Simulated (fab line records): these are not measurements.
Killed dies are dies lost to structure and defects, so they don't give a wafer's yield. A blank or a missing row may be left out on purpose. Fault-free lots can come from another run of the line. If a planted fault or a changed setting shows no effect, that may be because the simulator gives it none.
Which of the tools did it? :: flow n5Finfet :: 10 lots, 29 wafers sampled, at 5 steps of a route of 1938

== WHAT THE GAUGES READ, wafer by wafer ==
N5_BEOL_M4_OVL_MEAS_29. Usual: V3_OVL gives 0.0 nm (standard deviation 0.6).
lot: L700
measured: day 8 02:24
on: overlay-02
V3_OVL (nm): -1.6 -0.6 -0.7
flag: 

lot: L702
measured: day 8 10:52
on: overlay-01
V3_OVL (nm): 1.2 0.7 0.4
flag: 

lot: L705
measured: day 9 06:31
on: overlay-02
V3_OVL (nm): -0.6 -0.4 0.2
flag: 

lot: L710
measured: day 10 09:53
on: overlay-01
V3_OVL (nm): -0.2 0.3 -0.1
flag: 

lot: L711
measured: day 10 13:21
on: overlay-01
V3_OVL (nm): 0.5 0.1 -0.4
flag: 

lot: L715
measured: day 11 08:10
on: overlay-01
V3_OVL (nm): 0.2 0.4 0.1
flag: 

lot: L720
measured: day 12 20:15
on: overlay-02
V3_OVL (nm): -0.1 -0.4 -1.0
flag: 

lot: L719
measured: day 13 00:07
on: overlay-02
V3_OVL (nm): -0.7 0.6 -0.3
flag: 

lot: L721
measured: day 13 01:55
on: overlay-01
V3_OVL (nm): 0.6 0.7 1.0
flag: 

lot: L722
measured: day 13 02:20
on: overlay-01
V3_OVL (nm): 0.4 -0.6
flag: 

N5_BEOL_M4_RC_MEAS_101. Usual: DIBL_N 36.8 mV/V, standard deviation 2.2; DIBL_P 37.0 mV/V, standard deviation 2.8; IOFF_N 0.18 nA/um, standard deviation 0.043; IOFF_P 0.23 nA/um, standard deviation 0.05; ION_N 680 uA/um, standard deviation 14; ION_P 466 uA/um, standard deviation 9.1; SS_N 71.7 mV/dec, standard deviation 0.74; SS_P 73.5 mV/dec, standard deviation 0.79; VT_N 248 mV, standard deviation 4; VT_P -249 mV, standard deviation 4.1.
lot: L700
measured: day 8 09:34
on: prober-02
DIBL_N (mV/V): 37.8 34.9 38.9
DIBL_P (mV/V): 36.7 33.9 38.6
IOFF_N (nA/um): 0.16 0.13 0.19
IOFF_P (nA/um): 0.19 0.17 0.23
ION_N (uA/um): 666 677 688
ION_P (uA/um): 450 462 463
SS_N (mV/dec): 71.9 69.7 71.8
SS_P (mV/dec): 73.9 73.0 73.7
VT_N (mV): 249 252 248
VT_P (mV): -254 -255 -251
flag: 

lot: L702
measured: day 9 05:10
on: prober-01
DIBL_N (mV/V): 35.7 36.3 37.7
DIBL_P (mV/V): 36.9 38.2 40.2
IOFF_N (nA/um): 0.18 0.17 0.23
IOFF_P (nA/um): 0.19 0.19 0.24
ION_N (uA/um): 677 667 700
ION_P (uA/um): 453 456 467
SS_N (mV/dec): 71.6 71.6 72.0
SS_P (mV/dec): 73.4 73.1 73.6
VT_N (mV): 243 253 244
VT_P (mV): -254 -253 -250
flag: 

lot: L705
measured: day 9 13:09
on: prober-02
DIBL_N (mV/V): 38.0 39.4 34.8
DIBL_P (mV/V): 36.7 38.2 32.6
IOFF_N (nA/um): 0.21 0.22 0.13
IOFF_P (nA/um): 0.23 0.24 0.16
ION_N (uA/um): 690 699 684
ION_P (uA/um): 468 469 462
SS_N (mV/dec): 71.7 72.1 71.1
SS_P (mV/dec): 73.6 74.7 72.6
VT_N (mV): 246 249 253
VT_P (mV): -250 -248 -253
flag: 

lot: L710
measured: day 10 16:55
on: prober-02
DIBL_N (mV/V): 34.7 41.5 35.7
DIBL_P (mV/V): 34.0 41.0 35.2
IOFF_N (nA/um): 0.14 0.31 0.15
IOFF_P (nA/um): 0.24 0.40 0.25
ION_N (uA/um): 676 701 664
ION_P (uA/um): 480 489 473
SS_N (mV/dec): 70.9 72.6 70.8
SS_P (mV/dec): 73.9 74.7 72.8
VT_N (mV): 251 239 253
VT_P (mV): -245 -237 -245
flag: 

lot: L711
measured: day 10 22:02
on: prober-01
DIBL_N (mV/V): 36.0 34.0 36.7
DIBL_P (mV/V): 34.8 31.5 34.3
IOFF_N (nA/um): 0.18 0.13 0.18
IOFF_P (nA/um): 0.22 0.17 0.21
ION_N (uA/um): 691 668 687
ION_P (uA/um): 467 462 474
SS_N (mV/dec): 71.4 70.7 71.0
SS_P (mV/dec): 72.5 71.9 72.6
VT_N (mV): 247 255 249
VT_P (mV): -250 -251 -248
flag: 

lot: L715
measured: day 11 15:13
on: prober-02
DIBL_N (mV/V): 38.0 38.0 34.9
DIBL_P (mV/V): 35.6 37.6 31.6
IOFF_N (nA/um): 0.16 0.18 0.12
IOFF_P (nA/um): 0.18 0.21 0.13
ION_N (uA/um): 675 678 662
ION_P (uA/um): 453 454 448
SS_N (mV/dec): 71.6 72.3 71.6
SS_P (mV/dec): 73.2 73.6 72.1
VT_N (mV): 249 249 254
VT_P (mV): -254 -251 -256
flag: 

lot: L720
measured: day 13 03:29
on: prober-01
DIBL_N (mV/V): 37.4 39.8 38.5
DIBL_P (mV/V): 36.0 41.2 37.6
IOFF_N (nA/um): 0.18 0.25 0.21
IOFF_P (nA/um): 0.20 0.31 0.23
ION_N (uA/um): 687 707 683
ION_P (uA/um): 459 480 460
SS_N (mV/dec): 71.9 73.3 72.8
SS_P (mV/dec): 73.4 74.3 73.8
VT_N (mV): 249 244 247
VT_P (mV): -252 -249 -250
flag: 

lot: L719
measured: day 13 05:25
on: prober-02
DIBL_N (mV/V): 38.8 37.5 37.8
DIBL_P (mV/V): 40.2 39.5 38.9
IOFF_N (nA/um): 0.22 0.20 0.18
IOFF_P (nA/um): 0.29 0.29 0.25
ION_N (uA/um): 696 696 679
ION_P (uA/um): 472 480 466
SS_N (mV/dec): 72.0 72.4 72.2
SS_P (mV/dec): 74.7 74.3 74.3
VT_N (mV): 247 245 249
VT_P (mV): -244 -244 -245
flag: 

lot: L721
measured: day 13 10:34
on: prober-01
DIBL_N (mV/V): 33.4 37.3 35.5
DIBL_P (mV/V): 34.3 39.2 37.2
IOFF_N (nA/um): 0.12 0.20 0.15
IOFF_P (nA/um): 0.17 0.25 0.22
ION_N (uA/um): 671 687 670
ION_P (uA/um): 460 468 466
SS_N (mV/dec): 70.6 71.6 71.4
SS_P (mV/dec): 73.1 73.7 73.1
VT_N (mV): 256 246 251
VT_P (mV): -255 -250 -250
flag: 

lot: L722
measured: day 13 11:31
on: prober-02
DIBL_N (mV/V): 36.7 37.7
DIBL_P (mV/V): 37.9 40.2
IOFF_N (nA/um): 0.20 0.22
IOFF_P (nA/um): 0.26 0.31
ION_N (uA/um): 686 701
ION_P (uA/um): 474 487
SS_N (mV/dec): 72.2 72.3
SS_P (mV/dec): 73.6 74.8
VT_N (mV): 243 242
VT_P (mV): -244 -241
flag: 

== WHICH TOOL RAN EACH LOT (tool, then ch and the chambers of the sampled wafers, then the start) ==
lot: L700
N5_BEOL_M4_ETCHBACK_99: rieDiel-06 ch 2,3, day 8 05:17
N5_BEOL_M4_SPUTTER_86: pvdSputter-03, day 8 07:22
N5_BEOL_M4_SPUTTER_90: pvdSputter-03, day 8 07:48

lot: L702
N5_BEOL_M4_ETCHBACK_99: rieDiel-05 ch 0,3, day 9 00:46
N5_BEOL_M4_SPUTTER_86: pvdSputter-02, day 9 02:52
N5_BEOL_M4_SPUTTER_90: pvdSputter-02, day 9 03:18

lot: L705
N5_BEOL_M4_ETCHBACK_99: rieDiel-06 ch 1,3, day 9 07:37
N5_BEOL_M4_SPUTTER_86: pvdSputter-02, day 9 10:55
N5_BEOL_M4_SPUTTER_90: pvdSputter-02, day 9 11:22

lot: L710
N5_BEOL_M4_ETCHBACK_99: rieDiel-04 ch 2,3, day 10 10:47
N5_BEOL_M4_SPUTTER_86: pvdSputter-02, day 10 14:24
N5_BEOL_M4_SPUTTER_90: pvdSputter-02, day 10 14:50

lot: L711
N5_BEOL_M4_ETCHBACK_99: rieDiel-05 ch 0,1,2, day 10 15:59
N5_BEOL_M4_SPUTTER_86: pvdSputter-02, day 10 19:44
N5_BEOL_M4_SPUTTER_90: pvdSputter-02, day 10 20:10

lot: L715
N5_BEOL_M4_ETCHBACK_99: rieDiel-06 ch 2,3, day 11 10:19
N5_BEOL_M4_SPUTTER_86: pvdSputter-02, day 11 13:01
N5_BEOL_M4_SPUTTER_90: pvdSputter-02, day 11 13:28

lot: L720
N5_BEOL_M4_ETCHBACK_99: rieDiel-04 ch 0,1,2, day 12 22:25
N5_BEOL_M4_SPUTTER_86: pvdSputter-02, day 13 00:59
N5_BEOL_M4_SPUTTER_90: pvdSputter-02, day 13 01:26

lot: L719
N5_BEOL_M4_ETCHBACK_99: rieDiel-04 ch 1,2,3, day 13 00:46
N5_BEOL_M4_SPUTTER_86: pvdSputter-01, day 13 03:11
N5_BEOL_M4_SPUTTER_90: pvdSputter-01, day 13 03:37

lot: L721
N5_BEOL_M4_ETCHBACK_99: rieDiel-04 ch 0,1,2, day 13 06:00
N5_BEOL_M4_SPUTTER_86: pvdSputter-03, day 13 08:19
N5_BEOL_M4_SPUTTER_90: pvdSputter-03, day 13 08:46

lot: L722
N5_BEOL_M4_ETCHBACK_99: rieDiel-06 ch 2,3, day 13 06:10
N5_BEOL_M4_SPUTTER_86: pvdSputter-02, day 13 08:44
N5_BEOL_M4_SPUTTER_90: pvdSputter-02, day 13 09:11
- N5_BEOL_M4_ETCHBACK_99: etches SiO2 in CHF3, target depth 5 nm, time 10.4 s.
- N5_BEOL_M4_SPUTTER_86: material Cu, target thk 4.5 nm, time 8.29 s.
- N5_BEOL_M4_SPUTTER_90: material Cu, target thk 4.5 nm, time 8.29 s.

== WHAT THE TOOLS THEMSELVES READ (means of the sampled wafers that have a number; where no wafer has one, the mark that the record gives instead) ==
N5_BEOL_M4_ETCHBACK_99. Usual: drypumpMotorCurrentA 5.6 A, standard deviation 0.6; oesProductAu 0.83 a.u., standard deviation 0.1; rfVppV 245 V, standard deviation 6; showerheadPlenumPTorr 2.18 Torr, standard deviation 0.083; throttleValvePct 17.07 %, standard deviation 0.27.
lot: L700
tool: rieDiel-06
drypumpMotorCurrentA (A): 5.6
oesProductAu (a.u.): 0.80
rfVppV (V): 251
showerheadPlenumPTorr (Torr): 2.20
throttleValvePct (%): 16.97
flag: 

lot: L702
tool: rieDiel-05
drypumpMotorCurrentA (A): 5.8
oesProductAu (a.u.): 0.85
rfVppV (V): 247
showerheadPlenumPTorr (Torr): 2.14
throttleValvePct (%): 17.04
flag: 

lot: L705
tool: rieDiel-06
drypumpMotorCurrentA (A): 5.5
oesProductAu (a.u.): 0.76
rfVppV (V): 246
showerheadPlenumPTorr (Torr): 2.14
throttleValvePct (%): 17.08
flag: 

lot: L710
tool: rieDiel-04
drypumpMotorCurrentA (A): 5.9
oesProductAu (a.u.): 0.87
rfVppV (V): 247
showerheadPlenumPTorr (Torr): 2.08
throttleValvePct (%): 17.01
flag: 

lot: L711
tool: rieDiel-05
drypumpMotorCurrentA (A): 5.1
oesProductAu (a.u.): 0.92
rfVppV (V): 244
showerheadPlenumPTorr (Torr): 2.24
throttleValvePct (%): 16.88
flag: 

lot: L715
tool: rieDiel-06
drypumpMotorCurrentA (A): 5.6
oesProductAu (a.u.): 0.77
rfVppV (V): 251
showerheadPlenumPTorr (Torr): 2.19
throttleValvePct (%): 17.02
flag: 

lot: L720
tool: rieDiel-04
drypumpMotorCurrentA (A): 6.1
oesProductAu (a.u.): 0.85
rfVppV (V): 246
showerheadPlenumPTorr (Torr): 2.17
throttleValvePct (%): 17.11
flag: 

lot: L719
tool: rieDiel-04
drypumpMotorCurrentA (A): 5.9
oesProductAu (a.u.): 0.85
rfVppV (V): 244
showerheadPlenumPTorr (Torr): 2.12
throttleValvePct (%): 17.22
flag: 

lot: L721
tool: rieDiel-04
drypumpMotorCurrentA (A): 6.1
oesProductAu (a.u.): 0.84
rfVppV (V): 245
showerheadPlenumPTorr (Torr): 2.17
throttleValvePct (%): 17.11
flag: 

lot: L722
tool: rieDiel-06
drypumpMotorCurrentA (A): 5.5
oesProductAu (a.u.): 0.76
rfVppV (V): 250
showerheadPlenumPTorr (Torr): 2.21
throttleValvePct (%): 17.04
flag: 

N5_BEOL_M4_SPUTTER_86. Usual: chamberPressurePa 0.07002 Pa, standard deviation 0.00014; chuckGasFlowSccm 1.26 sccm, standard deviation 0.05; throttleValvePct 30.6 %, standard deviation 1.3.
lot: L700
tool: pvdSputter-03
chamberPressurePa (Pa): 0.06996
chuckGasFlowSccm (sccm): 1.30
throttleValvePct (%): 30.1
flag: 

lot: L702
tool: pvdSputter-02
chamberPressurePa (Pa): 0.07011
chuckGasFlowSccm (sccm): 1.21
throttleValvePct (%): 30.8
flag: 

lot: L705
tool: pvdSputter-02
chamberPressurePa (Pa): 0.06990
chuckGasFlowSccm (sccm): 1.23
throttleValvePct (%): 31.6
flag: 

lot: L710
tool: pvdSputter-02
chamberPressurePa (Pa): -
chuckGasFlowSccm (sccm): -
throttleValvePct (%): -
flag: OFF

lot: L711
tool: pvdSputter-02
chamberPressurePa (Pa): -
chuckGasFlowSccm (sccm): -
throttleValvePct (%): -
flag: OFF

lot: L715
tool: pvdSputter-02
chamberPressurePa (Pa): 0.06994
chuckGasFlowSccm (sccm): 1.26
throttleValvePct (%): 31.4
flag: 

lot: L720
tool: pvdSputter-02
chamberPressurePa (Pa): 0.06998
chuckGasFlowSccm (sccm): 1.24
throttleValvePct (%): 31.9
flag: 

lot: L719
tool: pvdSputter-01
chamberPressurePa (Pa): 0.06978
chuckGasFlowSccm (sccm): 1.22
throttleValvePct (%): 28.9
flag: 

lot: L721
tool: pvdSputter-03
chamberPressurePa (Pa): 0.07008
chuckGasFlowSccm (sccm): 1.29
throttleValvePct (%): 29.9
flag: 

lot: L722
tool: pvdSputter-02
chamberPressurePa (Pa): 0.06996
chuckGasFlowSccm (sccm): 1.34
throttleValvePct (%): 32.3
flag: 

N5_BEOL_M4_SPUTTER_90. Usual: chamberPressurePa 0.06999 Pa, standard deviation 0.00014; chuckGasFlowSccm 1.26 sccm, standard deviation 0.05; throttleValvePct 30.6 %, standard deviation 1.3.
lot: L700
tool: pvdSputter-03
chamberPressurePa (Pa): 0.07008
chuckGasFlowSccm (sccm): 1.27
throttleValvePct (%): 30.1
flag: 

lot: L702
tool: pvdSputter-02
chamberPressurePa (Pa): 0.07000
chuckGasFlowSccm (sccm): 1.28
throttleValvePct (%): 31.0
flag: 

lot: L705
tool: pvdSputter-02
chamberPressurePa (Pa): 0.06995
chuckGasFlowSccm (sccm): 1.30
throttleValvePct (%): 31.6
flag: 

lot: L710
tool: pvdSputter-02
chamberPressurePa (Pa): 0.06997
chuckGasFlowSccm (sccm): 1.27
throttleValvePct (%): 30.8
flag: 

lot: L711
tool: pvdSputter-02
chamberPressurePa (Pa): 0.06988
chuckGasFlowSccm (sccm): 1.23
throttleValvePct (%): 31.2
flag: 

lot: L715
tool: pvdSputter-02
chamberPressurePa (Pa): 0.06991
chuckGasFlowSccm (sccm): 1.22
throttleValvePct (%): 31.5
flag: 

lot: L720
tool: pvdSputter-02
chamberPressurePa (Pa): 0.06980
chuckGasFlowSccm (sccm): 1.24
throttleValvePct (%): 31.9
flag: 

lot: L719
tool: pvdSputter-01
chamberPressurePa (Pa): 0.07003
chuckGasFlowSccm (sccm): 1.26
throttleValvePct (%): 28.8
flag: 

lot: L721
tool: pvdSputter-03
chamberPressurePa (Pa): 0.07015
chuckGasFlowSccm (sccm): 1.25
throttleValvePct (%): 29.8
flag: 

lot: L722
tool: pvdSputter-02
chamberPressurePa (Pa): 0.07010
chuckGasFlowSccm (sccm): 1.21
throttleValvePct (%): 32.2
flag: 

== THE ANSWER, worked out from the rows above alone ==
Rule: take the mean of a lot's wafers that have a number; if it is more than 3 standard deviations from the usual mean, the lot is off. A lot without any number at a reading at which 4 lots or more have one is off too. Any other lot the step has rows for is counted as sound. The gauges are gone through in route order, then the tools' own readings, and for those a lot's mean is taken as printed above. The first step at which some lot is off is used, and at that step the reading that is off furthest; a lot without a number counts as furthest.
Off, at N5_BEOL_M4_SPUTTER_86 on chamberPressurePa: L710, L711. Without a number there: L710, L711.
If a tool, at that step or one of the process steps before it, ran each lot that is off and ran no sound lot following the first of them, it fits. None of those tried fits.

== WHAT THE SIMULATOR HAD INSERTED ==
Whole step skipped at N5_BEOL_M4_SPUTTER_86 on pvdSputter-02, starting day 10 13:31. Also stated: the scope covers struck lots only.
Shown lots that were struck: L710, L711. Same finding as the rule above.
